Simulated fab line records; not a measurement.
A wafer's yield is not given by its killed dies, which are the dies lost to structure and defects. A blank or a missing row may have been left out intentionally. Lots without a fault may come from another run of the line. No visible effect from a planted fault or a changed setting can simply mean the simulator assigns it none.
Code-filled problem report in 8D (eight disciplines) form ; flow n5_finfet ; the parts of the form that need people (team, actions taken, sign-off) are left out

1. THE PROBLEM
Wafers without a fault read 3.67 s, standard deviation 0.13; barrier_field_endpoint_s at N5_BEOL_M0_CMP_120 reads a mean of 1.97 s on 6 wafers belonging to 2 lots. Measured from the usual mean, that is -13 standard deviations.
The step: polishes, stops on SiOC, t overpolish 6.9 s.
Seen first at day 11 01:52 on cmp-01, wafer L401.2. Wafers with a number at this step in the record: 27, from 9 lots. Rule for "out", or "out of limits": more than 4 standard deviations from the usual mean. All remaining wafers that have a number are taken as sound.

2. WHAT THIS IS AND IS NOT
question;is;is not
which readings at this step;barrier_field_endpoint_s;motor_current_A
which lots;L401, L402;L382, L384, L385, L386, L390, L394, L395
which wafers of those lots;all that have a number;-
read on which tools;cmp-01, cmp-03;cmp-04
when;from day 11 01:52;up to then (21 sound wafers)

3. SUSPECTS, AND WHAT RULES EACH OUT
Counting: any tool at a process step up to the reading is kept as a suspect provided that every lot that is out went through it and no sound lot did after the first of them.
- ald_metal-02 at N5_BEOL_M0_ALD_136 (deposits TaN, pulse time 2 s, purge time 3 s, co reactant purge time 2 s): kept. All lots that are out passed through it, beginning with L401 at day 11 00:17, and no sound lot followed; its final sound lot before that point was L390 at day 8 17:03.
The count leaves ald_metal-02 at N5_BEOL_M0_ALD_136.

4. THE CAUSE (what the simulator had put in)
At N5_BEOL_M0_ALD_136, the step was skipped entirely on ald_metal-02 from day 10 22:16 on. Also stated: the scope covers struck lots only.
Counting left only this tool.

5. SEQUENCE OF EFFECTS, ordered by route
One row per reading whose mean, taken over the struck wafers that have a number, lies over 3 standard deviations from the usual. Readings are gone through only where the record gives a usual standard deviation; hours: the median, over the lots, of the time from a lot's start at the first step in this table giving one to that lot's start at this step; sigmas: the change measured in usual standard deviations.
hours;step;reading;usual;on struck wafers;change;sigmas
0;N5_BEOL_M0_CMP_120;barrier_field_endpoint_s;3.67 s;1.97;-1.70;-13
207;N5_PASSIVATION_PROBE_49;defect_limited_yield;91.3 %;0.0;-91.3;-65
207;N5_PASSIVATION_PROBE_49;killed_at_M0_to_M3;34;1112;+1078;+99 or more
207;N5_PASSIVATION_PROBE_49;killed_dies;103;1180;+1077;+63
207;N5_PASSIVATION_PROBE_49;killed_on_rim;13;152;+139;+32
207;N5_PASSIVATION_PROBE_49;sort_bin_5_function;5.1 %;96.8;+91.7;+95
207;N5_PASSIVATION_PROBE_49;sort_n_pass;1077;0;-1077;-63
207;N5_PASSIVATION_PROBE_49;sort_yield_pct;91.2 %;0.0;-91.2;-65
Here are the process steps it includes:
- N5_BEOL_M0_CMP_120: polishes, stops on SiOC, t overpolish 6.9 s.
- N5_PASSIVATION_PROBE_49
Readings that are blank on the struck wafers while sound wafers have them: chamber_pressure_Torr at N5_BEOL_M0_ALD_136; heater_power_w at N5_BEOL_M0_ALD_136.

6. HOW IT WOULD HAVE BEEN CAUGHT EARLIER
In this record the first reading out of limits was taken at day 11 01:52, 4 hours after the fault began at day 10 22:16.
At N5_BEOL_M0_ALD_136 the tool's readings are blank on the struck wafers, where sound wafers have them: an empty tool record is the first sign, and it was there at once.
Of the lots that are out (2), L402 began N5_BEOL_M0_ALD_136 on ald_metal-02 after day 11 01:52. Putting the tool on hold at that point would have spared it.
